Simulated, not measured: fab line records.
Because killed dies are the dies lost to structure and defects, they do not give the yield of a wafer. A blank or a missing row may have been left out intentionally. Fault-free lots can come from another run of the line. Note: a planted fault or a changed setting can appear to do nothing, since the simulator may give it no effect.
A struck lot beside a sound one ; flow nand harc ; 14 out of 1302 route steps
Sound: wafers L476.2, L476.3, L476.4. Struck: wafer L480.3. (L480.2, L480.6 of the same lot were not struck and are left out.) The cause comes at the end.
At each step with rows: each side's tool, then ch and its chambers, then its first start. Under that, the readings that differ: sound wafers ; struck wafers ; difference of the means ; sigmas: that difference in standard deviations of wafers without a fault.
alike: words and numbers the same on both sides, and readings whose means are apart by under 2 such deviations; not compared: readings that were withheld, readings missing a value for some wafer, numbers with overlapping values and no deviation given by the record, and bounds like >300 which may hide the same value.
A row with sigmas, a row that says differs or no value, or rows on one side alone: a step with any of these is where the two part. Non-overlapping numbers with no deviation appear without sigmas and do not part them. A reading that every wafer of one side lacks parts them only if that side has two wafers or more.

first, 1 step without rows for these wafers: NHARC_A_STAIRCASE_DESCUM_11 (chemistry O2, time 3 s).
NHARC_A_STAIRCASE_TRIM_12: chemistry O2, time 211.2 s.
  sound on rie diel-10 ch 1,2,3, day 16 09:50; struck on rie diel-04 ch 1, day 18 12:37
reading;sound;struck;difference;sigmas
chamber pressure mTorr (mTorr);59.91 60.01 60.02;60.13;+0.15;+3
rf hours counter h (h);39 41 38;18;-21;
throttle valve pct (%);17.028 17.034 17.044;17.071;+0.036;+4
  alike: drypump motor current A, mfc ar sccm, oes product au, rf vpp V, showerhead plenum p Torr
then, 2 steps without rows for these wafers: NHARC_A_STAIRCASE_ETCH_13 (etches the open film in C4F8/O2, target depth 100 nm, time 40.5 s); NHARC_A_STAIRCASE_TRIM_14 (chemistry O2, time 211.2 s).
NHARC_A_STAIRCASE_ETCH_15: etches the open film in C4F8/O2, target depth 100 nm, time 40.5 s.
  sound on rie diel-10 ch 0,1,2; struck on rie diel-04 ch 1
reading;sound;struck;difference;sigmas
rf hours counter h (h);34 39 41;19;-19;
  alike: chamber pressure mTorr, oes product au, rf vpp V
NHARC_A_STAIRCASE_TRIM_16: chemistry O2, time 211.2 s.
  sound on rie diel-10 ch 0,1,2; struck on rie diel-04 ch 0
reading;sound;struck;difference;sigmas
rf hours counter h (h);42 35 39;22;-17;
throttle valve pct (%);17.031 17.013 17.027;17.046;+0.022;+2
  alike: chamber pressure mTorr, drypump motor current A, mfc ar sccm, oes product au, rf vpp V, showerhead plenum p Torr
then, 1 step without rows for these wafers: NHARC_A_STAIRCASE_ETCH_17 (etches the open film in C4F8/O2, target depth 100 nm, time 40.5 s).
NHARC_A_STAIRCASE_TRIM_18: chemistry O2, time 211.2 s.
  sound on rie diel-10 ch 1,2,3; struck on rie diel-04 ch 1
reading;sound;struck;difference;sigmas
rf hours counter h (h);39 40 42;19;-21;
throttle valve pct (%);17.040 17.018 17.040;17.007;-0.026;-3
  alike: chamber pressure mTorr, drypump motor current A, mfc ar sccm, oes product au, rf vpp V, showerhead plenum p Torr
NHARC_A_STAIRCASE_ETCH_19: etches the open film in C4F8/O2, target depth 100 nm, time 40.5 s.
  sound on rie diel-10 ch 1,2,3; struck on rie diel-04 ch 3
reading;sound;struck;difference;sigmas
rf hours counter h (h);39 42 40;25;-15;
  alike: chamber pressure mTorr, oes product au, rf vpp V
then, 2 steps without rows for these wafers: NHARC_A_STAIRCASE_TRIM_20 (chemistry O2, time 211.2 s); NHARC_A_STAIRCASE_ETCH_21 (etches the open film in C4F8/O2, target depth 100 nm, time 40.5 s).
NHARC_A_STAIRCASE_TRIM_22: chemistry O2, time 211.2 s.
  sound on rie diel-10 ch 0,2,3, day 16 11:52; struck on rie diel-04 ch 1, day 18 14:45
reading;sound;struck;difference;sigmas
oes product au (a.u.);1.006 1.009 1.004;0.860;-0.146;-19
rf hours counter h (h);41 42 36;20;-20;
  alike: chamber pressure mTorr, drypump motor current A, mfc ar sccm, rf vpp V, showerhead plenum p Torr, throttle valve pct
then, 1 step without rows for these wafers: NHARC_A_STAIRCASE_ETCH_23 (etches the open film in C4F8/O2, target depth 100 nm, time 40.5 s).
-- jump in the record: it breaks off in module A_STAIRCASE and resumes in module END (first step shown: number 1302 of the route), and 13 days separate the struck wafers' starts before and after --
NHARC_END_SORT_01:
  sound on prober-01 ch 0, day 25 05:36; struck on prober-01 ch 0, day 31 02:50
  alike: killed at array, killed at other, killed at periphery, killed dies, killed open, killed short

== WHERE THEY PART ==
Last at NHARC_A_STAIRCASE_TRIM_22 as far as this record goes, first at NHARC_A_STAIRCASE_TRIM_12. Later steps at which nothing parts them and some readings are alike: NHARC_END_SORT_01.

WHY: whatever the simulator had introduced
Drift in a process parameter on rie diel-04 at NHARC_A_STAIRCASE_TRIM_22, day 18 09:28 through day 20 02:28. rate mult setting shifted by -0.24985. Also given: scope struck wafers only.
